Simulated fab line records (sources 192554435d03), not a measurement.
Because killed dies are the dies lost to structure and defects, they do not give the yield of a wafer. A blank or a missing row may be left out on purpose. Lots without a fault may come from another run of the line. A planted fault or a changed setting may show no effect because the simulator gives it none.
What tool caused it? || flow n5_finfet || route of 1938 steps, sampled at 1 step: 12 lots, 36 wafers

== WHAT THE GAUGES READ, wafer by wafer ==
N5_SD_ACTIVATION_RS_MEAS_03: the measuring method here is four-point-probe.
{"lot": "L075", "measured": "day 3 21:19", "on": "film_metro-01", "RS_SD_N (ohm/sq)": "21.1 21.4 21.4"}
{"lot": "L077", "measured": "day 4 05:38", "on": "film_metro-02", "RS_SD_N (ohm/sq)": "22.1 21.6 21.9"}
{"lot": "L079", "measured": "day 4 19:20", "on": "film_metro-01", "RS_SD_N (ohm/sq)": "21.4 21.5 21.6"}
{"lot": "L081", "measured": "day 5 05:19", "on": "film_metro-01", "RS_SD_N (ohm/sq)": "22.4 22.2 22.4"}
{"lot": "L083", "measured": "day 5 15:08", "on": "film_metro-02", "RS_SD_N (ohm/sq)": "22.1 22.1 22.1"}
{"lot": "L085", "measured": "day 6 06:09", "on": "film_metro-01", "RS_SD_N (ohm/sq)": "22.0 22.1 22.4"}
{"lot": "L087", "measured": "day 6 17:05", "on": "film_metro-01", "RS_SD_N (ohm/sq)": "21.5 21.9 21.8"}
{"lot": "L089", "measured": "day 7 08:08", "on": "film_metro-01", "RS_SD_N (ohm/sq)": "21.1 21.7 21.5"}
{"lot": "L091", "measured": "day 7 18:09", "on": "film_metro-02", "RS_SD_N (ohm/sq)": "21.9 22.1 21.8"}
{"lot": "L093", "measured": "day 8 06:11", "on": "film_metro-02", "RS_SD_N (ohm/sq)": "21.7 21.6 21.5"}
{"lot": "L095", "measured": "day 8 16:08", "on": "film_metro-02", "RS_SD_N (ohm/sq)": "21.8 22.2 22.1"}
{"lot": "L097", "measured": "day 9 04:08", "on": "film_metro-01", "RS_SD_N (ohm/sq)": "21.9 22.3 22.2"}

== WHICH TOOL RAN EACH LOT (tool, then ch and the chambers of the sampled wafers, then the start) ==
There is no process step in the record ahead of these readings.

== THE ANSWER, worked out from the rows above alone ==
Rule: the usual values come from the lots themselves. Put in order of their means at a reading, lots are off if they are a third of the lots or fewer, leave a main group of 4 or more, and stand apart from it by a gap of 3 or more times the standard deviation of the main group's means; of several such gaps the widest counts. Not used: any main group whose means are identical at the precision the tables above print for the reading. A lot without any number at a reading at which 4 lots or more have one is off too. All remaining lots with rows at the step are treated as sound.
Nothing can be told from this: no lot is off at any reading shown.

== WHAT THE SIMULATOR PUT IN ==
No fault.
